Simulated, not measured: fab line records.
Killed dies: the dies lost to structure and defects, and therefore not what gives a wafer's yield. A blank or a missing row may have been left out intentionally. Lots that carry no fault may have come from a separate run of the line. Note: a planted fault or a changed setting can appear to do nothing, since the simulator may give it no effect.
Matching of chambers	flow nand harc	4 sister chambers for NHARC_A_ZERO_WELL_DESCUM_12 on rie diel-03
The step chemistry O2, time 3 s. 16 wafers are shown with their chamber, then 8 later ones without.

WAFERS, EACH WITH ITS CHAMBER
wafer	chamber	drypump motor current A (A)	oes product au (a.u.)	rf vpp V (V)
L190.1	2	6.0	0.995	58.0
L190.3	1	6.1	0.992	57.1
L190.6	1	6.1	0.995	57.5
L194.1	3	5.5	1.000	56.1
L194.3	0	5.7	1.002	58.2
L194.5	3	5.5	1.001	58.0
L203.2	2	6.0	0.998	59.1
L203.4	1	6.2	1.005	57.4
L203.5	0	5.7	1.008	58.8
L204.1	1	6.1	1.005	58.2
L204.3	3	5.5	1.000	58.8
L204.5	3	5.5	1.005	57.3
L205.1	1	6.2	0.998	57.6
L205.2	0	5.7	1.008	59.1
L205.4	2	6.0	1.000	58.5
L206.1	1	6.1	1.004	57.0

SIGNATURES (means of the wafers above)
reading	chamber 0	chamber 1	chamber 2	chamber 3	scatter within a chamber
drypump motor current A	5.700	6.133	6.000	5.500	0.0333
oes product au	1.00600	0.99983	0.99767	1.00150	0.00421
rf vpp V	58.700	57.467	58.533	57.550	0.699
Rule: a wafer lies at a distance from a chamber equal to the root of the sum of squares, over the readings, of (its reading less the chamber's mean, divided by the reading's scatter). If the next closest chamber is less than 2 further off than the closest, the wafer can't be placed; otherwise it belongs to the closest. The scatter: take each reading less its chamber's mean, square it, sum over the shown wafers, divide by the number of wafers less the number of chambers, and take the root.

WAFERS MISSING THEIR CHAMBER
wafer	drypump motor current A (A)	oes product au (a.u.)	rf vpp V (V)
L206.2	5.5	1.004	59.4
L206.3	5.7	1.003	57.1
L209.1	5.7	1.018	57.3
L209.3	6.1	0.999	58.0
L209.4	6.1	0.997	57.6
L208.2	6.2	1.000	58.9
L208.4	5.7	1.010	58.2
L208.6	5.5	1.008	58.0

WHICH CHAMBER EACH WENT THROUGH
wafer	from the rows above	in truth
L206.2	3	3
L206.3	0	0
L209.1	0	0
L209.3	can't be placed: 1 or 2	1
L209.4	1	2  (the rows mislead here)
L208.2	1	1
L208.4	0	0
L208.6	3	3
Correct placement for 6 of the 8. These rows do not allow placing 1 (true chamber among the candidates in 1). Placed wrongly: 1.
